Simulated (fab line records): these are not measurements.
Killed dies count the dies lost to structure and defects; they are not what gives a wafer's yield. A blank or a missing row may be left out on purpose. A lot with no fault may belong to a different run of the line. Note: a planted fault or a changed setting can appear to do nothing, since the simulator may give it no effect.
What tool caused it? + flow n5 finfet + 10 lots, 30 wafers sampled, at 5 steps of a route of 1938

## WHAT THE GAUGES READ, wafer by wafer
N5_BEOL_M4_RC_MEAS_101. Usual: DIBL_N 36.0 mV/V, standard deviation 1.8; DIBL_P 36.3 mV/V, standard deviation 2.4; IOFF_N 0.16 nA/um, standard deviation 0.035; IOFF_P 0.21 nA/um, standard deviation 0.036; ION_N 673 uA/um, standard deviation 13; ION_P 461 uA/um, standard deviation 7.2; SS_N 71.4 mV/dec, standard deviation 0.6; SS_P 73.2 mV/dec, standard deviation 0.7; VT_N 250 mV, standard deviation 4; VT_P -250.9 mV, standard deviation 2.9.
| lot  | measured     | on        | DIBL_N (mV/V)  | DIBL_P (mV/V)  | IOFF_N (nA/um) | IOFF_P (nA/um) | ION_N (uA/um) | ION_P (uA/um) | SS_N (mV/dec)  | SS_P (mV/dec)  | VT_N (mV)   | VT_P (mV)            | flag |
|------|--------------|-----------|----------------|----------------|----------------|----------------|---------------|---------------|----------------|----------------|-------------|----------------------|------|
| L718 | day 9 10:52  | prober-02 | 33.9 37.5 35.4 | 34.9 37.1 36.2 | 0.13 0.19 0.15 | 0.17 0.20 0.19 | 674 668 678   | 461 455 470   | 70.4 72.0 71.5 | 73.2 73.4 73.2 | 254 248 249 | -250.4 -251.0 -250.7 |      |
| L719 | day 10 02:00 | prober-02 | 32.7 34.2 35.7 | 32.6 34.1 37.3 | 0.10 0.12 0.15 | 0.14 0.16 0.20 | 643 663 692   | 446 453 471   | 70.0 71.5 71.5 | 71.9 72.7 73.3 | 259 255 248 | -257.7 -254.1 -249.6 |      |
| L720 | day 9 23:12  | prober-01 | 35.3 35.7 32.9 | 37.0 36.7 34.1 | 0.15 0.15 0.11 | 0.20 0.20 0.16 | 675 666 668   | 464 459 465   | 71.0 71.3 71.0 | 73.5 73.3 72.7 | 249 253 255 | -252.4 -251.4 -253.0 |      |
| L722 | day 10 05:17 | prober-01 | 37.1 38.0 40.5 | 38.9 39.6 43.6 | 0.18 0.18 0.26 | 0.20 0.22 0.29 | 690 681 697   | 466 464 464   | 70.7 71.6 72.0 | 73.9 74.2 74.2 | 244 247 242 | -253.0 -252.3 -248.7 |      |
| L728 | day 11 10:08 | prober-02 | 35.4 36.7 34.1 | 34.5 35.9 33.8 | 0.16 0.19 0.14 | 0.22 0.23 0.20 | 674 676 674   | 466 461 462   | 71.8 71.8 71.0 | 73.3 73.2 72.8 | 249 248 249 | -246.7 -249.6 -249.5 |      |
| L727 | day 11 10:07 | prober-01 | 35.5 33.3 35.3 | 34.8 33.1 34.6 | 0.15 0.12 0.15 | 0.20 0.18 0.19 | 685 669 677   | 470 456 462   | 71.1 70.8 70.9 | 72.8 72.4 72.5 | 250 252 251 | -249.7 -249.3 -251.7 |      |
| L731 | day 12 16:12 | prober-02 | 35.5 34.0 36.1 | 37.7 35.7 37.6 | 0.18 0.14 0.17 | 0.22 0.19 0.23 | 683 682 680   | 467 469 457   | 70.6 71.1 71.8 | 73.8 72.9 73.7 | 247 251 247 | -248.6 -251.5 -248.3 |      |
| L734 | day 12 22:59 | prober-02 | 36.0 33.0 37.4 | 35.9 32.7 36.6 | 0.15 0.11 0.16 | 0.20 0.16 0.21 | 675 668 667   | 461 459 457   | 71.1 70.9 71.4 | 74.0 73.1 73.7 | 252 253 253 | -250.9 -252.0 -251.4 |      |
| L736 | day 14 07:43 | prober-02 | 37.5 37.7 36.6 | 39.3 39.7 38.0 | 0.18 0.18 0.16 | 0.24 0.25 0.23 | 691 680 685   | 475 471 474   | 71.0 72.0 71.1 | 73.8 74.1 73.4 | 246 247 246 | -246.5 -247.2 -248.1 |      |
| L737 | day 14 06:26 | prober-01 | 37.2 37.9 39.3 | 37.1 36.6 38.0 | 0.16 0.16 0.20 | 0.21 0.21 0.25 | 673 681 687   | 457 461 464   | 71.4 72.1 72.2 | 73.4 74.0 73.7 | 250 250 247 | -252.4 -252.9 -246.7 |      |

## EACH LOT AND THE TOOL THAT RAN IT (in order: tool; ch and the chambers of the sampled wafers; start)
| lot  | N5_BEOL_M1_SPUTTER_96        | N5_BEOL_M1_CO_CAP_55             | N5_BEOL_M2_ILD_DEP_00          | N5_BEOL_M2_COAT_61                |
|------|------------------------------|----------------------------------|--------------------------------|-----------------------------------|
| L718 | pvd sputter-01, day 7 08:26  | cvd co-02 ch 0,2, day 7 09:19    | pecvd-04 ch 1,2, day 7 09:33   | litho track-05 ch 0, day 7 10:29  |
| L719 | pvd sputter-01, day 7 17:11  | cvd co-02 ch 0,1, day 7 18:02    | pecvd-02 ch 0,1, day 7 18:17   | litho track-02 ch 0, day 7 19:16  |
| L720 | pvd sputter-03, day 7 18:54  | cvd co-01 ch 0,2, day 7 19:46    | pecvd-03 ch 1,2, day 7 20:02   | litho track-02 ch 0, day 7 20:20  |
| L722 | pvd sputter-01, day 8 13:16  | cvd co-01 ch 0,1,2, day 8 14:10  | pecvd-03 ch 0,1,2, day 8 14:24 | litho track-02 ch 0, day 8 14:40  |
| L728 | pvd sputter-02, day 9 18:32  | cvd co-02 ch 0,2, day 9 19:23    | pecvd-03 ch 1,2, day 9 19:40   | litho track-05 ch 0, day 9 20:13  |
| L727 | pvd sputter-01, day 9 21:59  | cvd co-02 ch 1,2, day 9 22:52    | pecvd-03 ch 0,1,2, day 9 23:07 | litho track-05 ch 0, day 10 01:32 |
| L731 | pvd sputter-01, day 10 22:41 | cvd co-02 ch 0,2, day 10 23:33   | pecvd-03 ch 1,2, day 10 23:47  | litho track-01 ch 0, day 11 01:37 |
| L734 | pvd sputter-03, day 11 15:05 | cvd co-01 ch 1,2, day 11 15:57   | pecvd-04 ch 0,2, day 11 16:12  | litho track-02 ch 0, day 11 20:40 |
| L736 | pvd sputter-02, day 12 06:38 | cvd co-02 ch 0,1,2, day 12 07:30 | pecvd-03 ch 0,2, day 12 07:44  | litho track-02 ch 0, day 12 08:49 |
| L737 | pvd sputter-01, day 12 06:50 | cvd co-02 ch 0,1, day 12 07:44   | pecvd-03 ch 1,2, day 12 08:00  | litho track-01 ch 0, day 12 08:59 |
- N5_BEOL_M1_SPUTTER_96: material Cu, target thk 4.5 nm, time 8.29 s.
- N5_BEOL_M1_CO_CAP_55: material Co, precursor CCTBA/H2, target thk 2 nm, time 102.1 s.
- N5_BEOL_M2_ILD_DEP_00: deposits SiOC from DEMS/O2, target thk 79 nm, time 15.3 s.
- N5_BEOL_M2_COAT_61: time 60 s, resist thk 60 nm.

## AS READ BY THE TOOLS THEMSELVES (means over the sampled wafers that have a number; for cases with no such wafer, the mark the record gives instead)
N5_BEOL_M1_SPUTTER_96. Usual: substrate temp c -20.02 C, standard deviation 0.1; throttle valve pct 30.2 %, standard deviation 0.97.
| lot  | tool           | substrate temp c (C) | throttle valve pct (%) | flag |
|------|----------------|----------------------|------------------------|------|
| L718 | pvd sputter-01 | -20.06               | 30.2                   |      |
| L719 | pvd sputter-01 | -19.98               | 30.6                   |      |
| L720 | pvd sputter-03 | -20.02               | 30.1                   |      |
| L722 | pvd sputter-01 | -19.91               | 31.4                   |      |
| L728 | pvd sputter-02 | -20.08               | 29.2                   |      |
| L727 | pvd sputter-01 | -19.90               | 30.0                   |      |
| L731 | pvd sputter-01 | -20.01               | 31.3                   |      |
| L734 | pvd sputter-03 | -19.93               | 30.5                   |      |
| L736 | pvd sputter-02 | -20.03               | 30.1                   |      |
| L737 | pvd sputter-01 | -19.96               | 30.4                   |      |

N5_BEOL_M1_CO_CAP_55. Usual: heater power w reads 237 W (standard deviation 20).
| lot  | tool      | heater power w (W) | flag |
|------|-----------|--------------------|------|
| L718 | cvd co-02 | 242                |      |
| L719 | cvd co-02 | 261                |      |
| L720 | cvd co-01 | 220                |      |
| L722 | cvd co-01 | 218                |      |
| L728 | cvd co-02 | 245                |      |
| L727 | cvd co-02 | 259                |      |
| L731 | cvd co-02 | 243                |      |
| L734 | cvd co-01 | 225                |      |
| L736 | cvd co-02 | 255                |      |
| L737 | cvd co-02 | 263                |      |

N5_BEOL_M2_ILD_DEP_00. Usual: heater power w 530 W, standard deviation 85; showerhead plenum p Torr 5.694 Torr, standard deviation 0.013; throttle valve pct 12.4 %, standard deviation 0.64.
| lot  | tool     | heater power w (W) | showerhead plenum p Torr (Torr) | throttle valve pct (%) | flag |
|------|----------|--------------------|---------------------------------|------------------------|------|
| L718 | pecvd-04 | 581                | 5.693                           | 12.9                   |      |
| L719 | pecvd-02 | 475                | 5.716                           | 12.1                   |      |
| L720 | pecvd-03 | 544                | 5.692                           | 12.1                   |      |
| L722 | pecvd-03 | 494                | 5.693                           | 12.4                   |      |
| L728 | pecvd-03 | 502                | 5.687                           | 12.3                   |      |
| L727 | pecvd-03 | 479                | 5.698                           | 12.5                   |      |
| L731 | pecvd-03 | 577                | 5.686                           | 12.7                   |      |
| L734 | pecvd-04 | 572                | 5.689                           | 11.9                   |      |
| L736 | pecvd-03 | 447                | 5.682                           | 12.1                   |      |
| L737 | pecvd-03 | 521                | 5.682                           | 12.4                   |      |

N5_BEOL_M2_COAT_61. Usual: chill plate temp C 23.01 C, standard deviation 0.081; exhaust pa 44.9 Pa, standard deviation 0.81; plate temp C 250.05 C, standard deviation 0.17; spin speed rpm 1499.9 rpm, standard deviation 1.2.
| lot  | tool           | chill plate temp C (C) | exhaust pa (Pa) | plate temp C (C) | spin speed rpm (rpm) | flag |
|------|----------------|------------------------|-----------------|------------------|----------------------|------|
| L718 | litho track-05 | 22.95                  | 45.3            | 249.82           | 1500.0               |      |
| L719 | litho track-02 | 23.07                  | 45.2            | 250.29           | 1499.8               |      |
| L720 | litho track-02 | 22.95                  | 43.8            | 250.03           | 1546.4               | OFF  |
| L722 | litho track-02 | 22.99                  | 44.5            | 249.96           | 1545.4               | OFF  |
| L728 | litho track-05 | 23.11                  | 45.6            | 249.96           | 1499.1               |      |
| L727 | litho track-05 | 22.93                  | 45.2            | 250.07           | 1498.8               |      |
| L731 | litho track-01 | 22.96                  | 45.1            | 249.86           | 1500.1               |      |
| L734 | litho track-02 | 22.97                  | 44.7            | 249.86           | 1501.5               |      |
| L736 | litho track-02 | 22.94                  | 44.6            | 250.17           | 1499.5               |      |
| L737 | litho track-01 | 23.02                  | 45.5            | 250.13           | 1500.3               |      |

## THE ANSWER, worked out from the rows above alone
Rule: a lot counts as off when the mean over its wafers that have a number is more than 3 standard deviations away from the usual mean. A lot without any number at a reading at which 4 lots or more have one is off too. Any other lot the step has rows for is counted as sound. The gauges are gone through in route order, then the tools' own readings, and for those a lot's mean is taken as printed above. At the first step where some lot is off, the reading lying furthest off is the one used; lots without a number count as furthest.
Off, at N5_BEOL_M2_COAT_61 on spin speed rpm: L720, L722.
If a tool, at that step or one of the process steps before it, ran each lot that is off and ran no sound lot following the first of them, it fits. None of those tried fits.

## WHAT WAS PUT IN BY THE SIMULATOR
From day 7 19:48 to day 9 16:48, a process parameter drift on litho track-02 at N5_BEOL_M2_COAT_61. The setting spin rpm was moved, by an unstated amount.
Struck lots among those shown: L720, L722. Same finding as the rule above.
